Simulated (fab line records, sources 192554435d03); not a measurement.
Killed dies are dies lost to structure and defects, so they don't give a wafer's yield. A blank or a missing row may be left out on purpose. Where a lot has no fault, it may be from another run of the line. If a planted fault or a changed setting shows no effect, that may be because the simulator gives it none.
Struck lot and sound lot, side by side ; flow n5 finfet ; 16 steps out of a route of 1938
Sound: the wafers L823.1, L823.2, L823.3. Struck: wafers L837.3, L837.4 (left out: L837.5, a lot-mate that was not struck); the cause follows at the end.
Per side, at each step with rows, come the tool, then ch with its chambers, and then its first start. Under that, the readings that differ: sound wafers ; struck wafers ; difference of the means ; sigmas: that difference in standard deviations of wafers without a fault.
alike: readings whose means differ by less than 2 such deviations, and words and numbers that are the same on both sides. not compared: withheld readings, readings that some wafer has no value for, bounds like >300 that may hide the same value, and numbers for which the record gives no deviation and whose values overlap.
A row with sigmas, a row that says differs or no value, or rows on one side alone: a step with any of these is where the two part. Non-overlapping numbers with no deviation appear without sigmas and do not part them. Lack of a reading on every wafer of one side parts them only where that side has two or more wafers.

first, 5 steps without rows for these wafers: N5_MOL_CONTACT_COAG_EBR_36; N5_MOL_CONTACT_COAG_SOFTBAKE_35 (time 60 s); N5_MOL_CONTACT_COAG_EXPOSE_37 (exposes mask VD, defocus 0 nm); N5_MOL_CONTACT_COAG_PEB_38 (peb time 60 s); N5_MOL_CONTACT_COAG_DEVELOP_39 (develop time 30 s).
N5_MOL_CONTACT_COAG_CD_MEAS_40: the cd target is 25.1 nm.
  sound on cd sem-01 ch 0, day 5 10:06; struck on cd sem-01 ch 0, day 8 18:55
  alike: cd nm
N5_MOL_CONTACT_COAG_OVL_MEAS_41:
  sound on overlay-01 ch 0, day 5 10:08; struck on overlay-01 ch 0, day 8 18:57
  alike: VD_OVL
N5_MOL_CONTACT_COAG_INSPECT_42: inspects for defects (brightfield).
  sound on defect inspect-01, day 5 10:11; struck on defect inspect-01, day 8 19:00
  alike: raw defect count
N5_MOL_CONTACT_COAG_DESCUM_45: chemistry O2, time 7 s.
  sound on rie diel-02 ch 0,1,2, day 5 10:13; struck on rie diel-06 ch 1,2, day 8 19:28
  alike: drypump motor current A, o2 flow sccm, oes product au, rf vpp V, showerhead plenum p Torr, throttle valve pct
  not compared: rf hours counter h
N5_MOL_CONTACT_COAG_ETCH_65: etches underlayer in N2/H2, target depth 13 nm, time 10.4 s.
  sound on rie diel-02 ch 0,1,2, day 5 10:16; struck on rie diel-06 ch 1,2, day 8 19:30
  alike: drypump motor current A, etch rf on time s, oes product au, rf vpp V, showerhead plenum p Torr, throttle valve pct
  not compared: rf hours counter h
N5_MOL_CONTACT_COAG_ETCH_66: etches SiARC in CF4, target depth 13 nm, time 21.7 s.
  sound on rie diel-02 ch 0,1,2, day 5 10:17; struck on rie diel-06 ch 1,2, day 8 19:31
  alike: cf4 flow sccm, drypump motor current A, etch rf on time s, oes product au, rf vpp V, showerhead plenum p Torr, throttle valve pct
  not compared: rf hours counter h
N5_MOL_CONTACT_COAG_ALD_133: deposits SiO2, target thk 5 nm, pulse time 1 s, co reactant pulse time 1 s.
  sound on ald sin-04 ch 1,2,3, day 5 10:22; struck on ald sin-04 ch 1,3, day 8 19:36
  alike: heater power w, precursor pulse height rel
N5_MOL_CONTACT_COAG_ETCHBACK_134: etches SiO2 in CHF3, target depth 10 nm, time 6.7 s.
  sound on rie diel-01 ch 1,2,3, day 5 10:38; struck on rie diel-01 ch 0,1, day 8 19:47
reading;sound;struck;difference;sigmas
oes product au (a.u.);0.83 0.74 0.75;0.87 1.03;+0.18;+2
model.CAR-EUV_of_MOL_CONTACT_COAG_COAT_34.thk nm (nm);15.4 15.2 15.4;14.8 14.6;-0.6;
  alike: CHF3_flow_sccm, drypump motor current A, rf vpp V, showerhead plenum p Torr, throttle valve pct
  not compared: rf hours counter h
N5_MOL_CONTACT_COAG_ETCH_67: etches SOC in N2/H2, target depth 60 nm, overetch 21 nm, time 101.2 s.
  sound on rie diel-01 ch 1,2,3, day 5 10:41; struck on rie diel-01 ch 0,1, day 8 19:49
  alike: drypump motor current A, oes product au, rf vpp V, showerhead plenum p Torr, throttle valve pct
  not compared: rf hours counter h
-- a jump in the record: the struck wafers' starts before and after are 3 days apart (it breaks off in module MOL_CONTACT_COAG and resumes in module BEOL_M4, where the first step shown is number 1111 of the route) --
N5_BEOL_M4_RC_MEAS_101:
  sound on prober-01 ch 0, day 7 22:58; struck on prober-02 ch 0, day 11 22:47
reading;sound;struck;difference;sigmas
IOFF_P (nA/um);0.177 0.194 0.190;0.242 0.249;+0.058;+2
ION_P (uA/um);463 462 453;472 480;+17;+2
VT_P (mV);-254 -252 -253;-244 -246;+8;+2
  alike: DIBL_N, DIBL_P, IOFF_N, ION_N, SS_N, SS_P, VT_N
next, for these wafers, 1 step has no rows: N5_PASSIVATION_PROBE_49.

WHERE THEY PART
At N5_MOL_CONTACT_COAG_ETCHBACK_134 first; at N5_BEOL_M4_RC_MEAS_101 last (within this record only).

WHY: the cause the simulator had injected
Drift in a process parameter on rie diel-01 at N5_MOL_CONTACT_COAG_ETCHBACK_134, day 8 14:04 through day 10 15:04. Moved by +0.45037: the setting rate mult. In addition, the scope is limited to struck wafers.
